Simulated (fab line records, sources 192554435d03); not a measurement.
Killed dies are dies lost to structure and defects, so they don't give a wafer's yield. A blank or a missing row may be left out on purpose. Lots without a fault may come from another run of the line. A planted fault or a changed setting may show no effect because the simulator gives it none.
Chamber matching | flow n5_finfet | N5_BEOL_M8_DEP_56 on pecvd-01: 3 sister chambers
The step deposits SiCN from 3MS/NH3, target thk 10 nm, time 17.5 s. 6 wafers are shown with their chamber, then 9 later ones without.

WAFERS WITH THEIR CHAMBER
wafer  | chamber | showerhead_plenum_p_Torr (Torr) | throttle_valve_pct (%)
L083.2 | 0       | 3.649                           | 9.2
L082.2 | 1       | 3.673                           | 8.9
L082.6 | 0       | 3.648                           | 9.1
L087.1 | 1       | 3.665                           | 8.5
L087.3 | 2       | 3.653                           | 8.1
L087.5 | 2       | 3.660                           | 8.1

WAFERS WITHOUT THEIR CHAMBER
wafer  | showerhead_plenum_p_Torr (Torr) | throttle_valve_pct (%)
L094.2 | 3.674                           | 8.8
L094.5 | 3.677                           | 8.9
L094.6 | 3.655                           | 9.3
L095.1 | 3.670                           | 8.6
L095.2 | 3.648                           | 8.3
L095.3 | 3.650                           | 8.8
L095.4 | 3.660                           | 8.1
L095.5 | 3.678                           | 9.0
L095.6 | 3.645                           | 9.2

WHICH CHAMBER EACH WENT THROUGH
wafer  | from the rows above | in truth
L094.2 | 1                   | 1
L094.5 | 1                   | 1
L094.6 | 0                   | 0
L095.1 | 1                   | 1
L095.2 | 2                   | 2
L095.3 | 0                   | 0
L095.4 | 2                   | 2
L095.5 | 1                   | 1
L095.6 | 0                   | 0
Placed correctly: 9 of 9. Can't be placed from these rows: 0. Placed wrongly: 0.
How it was worked out, from the rows above alone: a wafer's distance from a chamber is the root of the sum, over the readings, of the square of ((its reading less the chamber's mean) divided by the reading's scatter). The wafer belongs to the nearest chamber; if the next one is less than 2 further off, it can't be placed. A chamber's mean is the mean of its shown wafers. The scatter: the root of (the sum of the squares of (reading less its chamber's mean) over the shown wafers, divided by (wafers less chambers)).
